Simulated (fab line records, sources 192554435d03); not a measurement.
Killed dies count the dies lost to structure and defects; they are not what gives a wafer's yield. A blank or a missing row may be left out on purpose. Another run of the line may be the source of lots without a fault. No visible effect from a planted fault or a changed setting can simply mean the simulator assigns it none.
Split-lot trial || flow n5_finfet || 7 lots, 21 wafers read, on a route of 1938 steps

== ABOUT THE SPLIT ==
At N5_GATE_CUT_COAT_27 (time 60 s, resist thk 10 nm), the setting spin_rpm was moved away from the recipe's 1500 rpm on 5 of the 21 wafers read, by -5.1% to +7.5%. The other wafers ran this setting at the recipe's value.

== FROM THE SPLIT TO THE READING: what the file shows between them, 5 steps ==
- N5_GATE_CUT_EXPOSE_10: exposes mask GATE CUT, target cd 20 nm (also split here: dose_mj)
- N5_GATE_CUT_PEB_11: peb time 60 s
- N5_GATE_CUT_DEVELOP_12: develop time 30 s
- N5_GATE_CUT_CD_MEAS_13: target cd 20 nm
- N5_GATE_CUT_DESCUM_18: chemistry O2, time 7 s

== THE READING ==
etch.depth_nm (the simulator's own value, which no gauge read), in nm, at N5_GATE_CUT_ETCH_28 (etches underlayer in N2/H2, target depth 13 nm, time 10.4 s). The file gives no usual value for it. Average 10.025 nm, standard deviation 0.031 nm, over the 16 wafers here run with the recipe.

{"wafer": "L075.1", "tool, chamber at the split": "litho_track-03, 0", "spin_rpm as run, rpm": 1500, "against the recipe": "recipe", "etch.depth_nm, nm": 10.07, "against lot-mates on the recipe": "-"}
{"wafer": "L075.6", "tool, chamber at the split": "litho_track-03, 0", "spin_rpm as run, rpm": 1500, "against the recipe": "recipe", "etch.depth_nm, nm": 10.07, "against lot-mates on the recipe": "-"}
{"wafer": "L075.4", "tool, chamber at the split": "litho_track-03, 0", "spin_rpm as run, rpm": 1424, "against the recipe": "-5.1%", "etch.depth_nm, nm": 10.31, "against lot-mates on the recipe": "+0.240"}
{"wafer": "L079.1", "tool, chamber at the split": "litho_track-03, 0", "spin_rpm as run, rpm": 1500, "against the recipe": "recipe", "etch.depth_nm, nm": 10.08, "against lot-mates on the recipe": "-"}
{"wafer": "L079.2", "tool, chamber at the split": "litho_track-03, 0", "spin_rpm as run, rpm": 1500, "against the recipe": "recipe", "etch.depth_nm, nm": 10.06, "against lot-mates on the recipe": "-"}
{"wafer": "L079.5", "tool, chamber at the split": "litho_track-03, 0", "spin_rpm as run, rpm": 1500, "against the recipe": "recipe", "etch.depth_nm, nm": 10.03, "against lot-mates on the recipe": "-"}
{"wafer": "L084.3", "tool, chamber at the split": "litho_track-03, 0", "spin_rpm as run, rpm": 1575, "against the recipe": "+5.0%", "etch.depth_nm, nm": 9.757, "against lot-mates on the recipe": -0.263}
{"wafer": "L084.4", "tool, chamber at the split": "litho_track-03, 0", "spin_rpm as run, rpm": 1575, "against the recipe": "+5.0%", "etch.depth_nm, nm": 9.76, "against lot-mates on the recipe": -0.260}
{"wafer": "L084.6", "tool, chamber at the split": "litho_track-03, 0", "spin_rpm as run, rpm": 1500, "against the recipe": "recipe", "etch.depth_nm, nm": 10.02, "against lot-mates on the recipe": "-"}
{"wafer": "L086.2", "tool, chamber at the split": "litho_track-02, 0", "spin_rpm as run, rpm": 1500, "against the recipe": "recipe", "etch.depth_nm, nm": 10.04, "against lot-mates on the recipe": "-"}
{"wafer": "L086.3", "tool, chamber at the split": "litho_track-02, 0", "spin_rpm as run, rpm": 1500, "against the recipe": "recipe", "etch.depth_nm, nm": 10.01, "against lot-mates on the recipe": "-"}
{"wafer": "L086.5", "tool, chamber at the split": "litho_track-02, 0", "spin_rpm as run, rpm": 1500, "against the recipe": "recipe", "etch.depth_nm, nm": 10.04, "against lot-mates on the recipe": "-"}
{"wafer": "L085.2", "tool, chamber at the split": "litho_track-02, 0", "spin_rpm as run, rpm": 1500, "against the recipe": "recipe", "etch.depth_nm, nm": 9.982, "against lot-mates on the recipe": "-"}
{"wafer": "L085.5", "tool, chamber at the split": "litho_track-02, 0", "spin_rpm as run, rpm": 1500, "against the recipe": "recipe", "etch.depth_nm, nm": 10.01, "against lot-mates on the recipe": "-"}
{"wafer": "L085.6", "tool, chamber at the split": "litho_track-02, 0", "spin_rpm as run, rpm": 1500, "against the recipe": "recipe", "etch.depth_nm, nm": 9.984, "against lot-mates on the recipe": "-"}
{"wafer": "L088.2", "tool, chamber at the split": "litho_track-03, 0", "spin_rpm as run, rpm": 1500, "against the recipe": "recipe", "etch.depth_nm, nm": 10, "against lot-mates on the recipe": "-"}
{"wafer": "L088.3", "tool, chamber at the split": "litho_track-03, 0", "spin_rpm as run, rpm": 1613, "against the recipe": "+7.5%", "etch.depth_nm, nm": 9.596, "against lot-mates on the recipe": -0.404}
{"wafer": "L088.4", "tool, chamber at the split": "litho_track-03, 0", "spin_rpm as run, rpm": 1613, "against the recipe": "+7.5%", "etch.depth_nm, nm": 9.617, "against lot-mates on the recipe": -0.383}
{"wafer": "L090.2", "tool, chamber at the split": "litho_track-03, 0", "spin_rpm as run, rpm": 1500, "against the recipe": "recipe", "etch.depth_nm, nm": 9.991, "against lot-mates on the recipe": "-"}
{"wafer": "L090.4", "tool, chamber at the split": "litho_track-03, 0", "spin_rpm as run, rpm": 1500, "against the recipe": "recipe", "etch.depth_nm, nm": 10.01, "against lot-mates on the recipe": "-"}
{"wafer": "L090.6", "tool, chamber at the split": "litho_track-03, 0", "spin_rpm as run, rpm": 1500, "against the recipe": "recipe", "etch.depth_nm, nm": 10.01, "against lot-mates on the recipe": "-"}

THE FIT
A straight line over all 21 wafers: etch.depth_nm changes by -0.0552 nm for each +1% of spin_rpm; r = -0.99; the points scatter about the line by 0.028 nm.
The same after taking each lot's own level away (the mean of its wafers on the recipe; 21 wafers): -0.0514 nm for each +1%; r = -1.00; scatter 0.013 nm.
The reading moves by 0.39 nm for the largest change in spin_rpm, on that fit.
From 9.9920 to 10.0700 nm: that is the span of the lots' own levels, equal to 2.5 times the standard deviation above.
So the lot-to-lot level changes the slope little: the two slopes agree.
Check: with one of the wafers moved furthest among these (+7.5%) left out of the fit, the line predicts -0.383 nm for it against its lot-mates. Against them it came out at -0.404 nm.

== ADDITIONAL SPLITS CARRIED BY THESE WAFERS ==
Note: prior to the reading, these wafers also went through further splits. Each is held against what the fit with the lots' levels taken away leaves over:
{"other split on the same wafers": "N5_HKMG_FIN_EXPOSE_46 dose_mj", "wafers away from the commonest value": 4, "r with etch.depth_nm (lot level and that fit taken away)": "+0.14"}
{"other split on the same wafers": "N5_GATE_CUT_EXPOSE_10 dose_mj", "wafers away from the commonest value": 8, "r with etch.depth_nm (lot level and that fit taken away)": -0.08}

== THE WHOLE CHAIN: every reading that the file lists as answering this split, in the file's order ==
{"step": "N5_GATE_CUT_COAT_27", "what it does": "time 60 s, resist thk 10 nm", "reading": "underlayer_of_GATE_CUT_COAT_27.thk_nm (the simulator's own value, which no gauge read)", "change (the file's fit)": "-0.0562 nm for each +1% of the setting", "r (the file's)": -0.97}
{"step": "N5_GATE_CUT_ETCH_28", "what it does": "etches underlayer in N2/H2, target depth 13 nm, time 10.4 s", "reading": "CAR-EUV_of_GATE_CUT_COAT_07.thk_nm (the simulator's own value, which no gauge read)", "change (the file's fit)": "+0.0585 nm for each +1% of the setting", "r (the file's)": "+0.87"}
{"step": "N5_GATE_CUT_ETCH_28", "what it does": "etches underlayer in N2/H2, target depth 13 nm, time 10.4 s", "reading": "etch.depth_nm (the simulator's own value, which no gauge read)", "change (the file's fit)": "-0.0514 nm for each +1% of the setting", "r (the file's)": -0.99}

== THE FILE'S OWN FIT ==
etch.depth_nm changes by -0.0514 nm for each +1% of spin_rpm, r = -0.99.
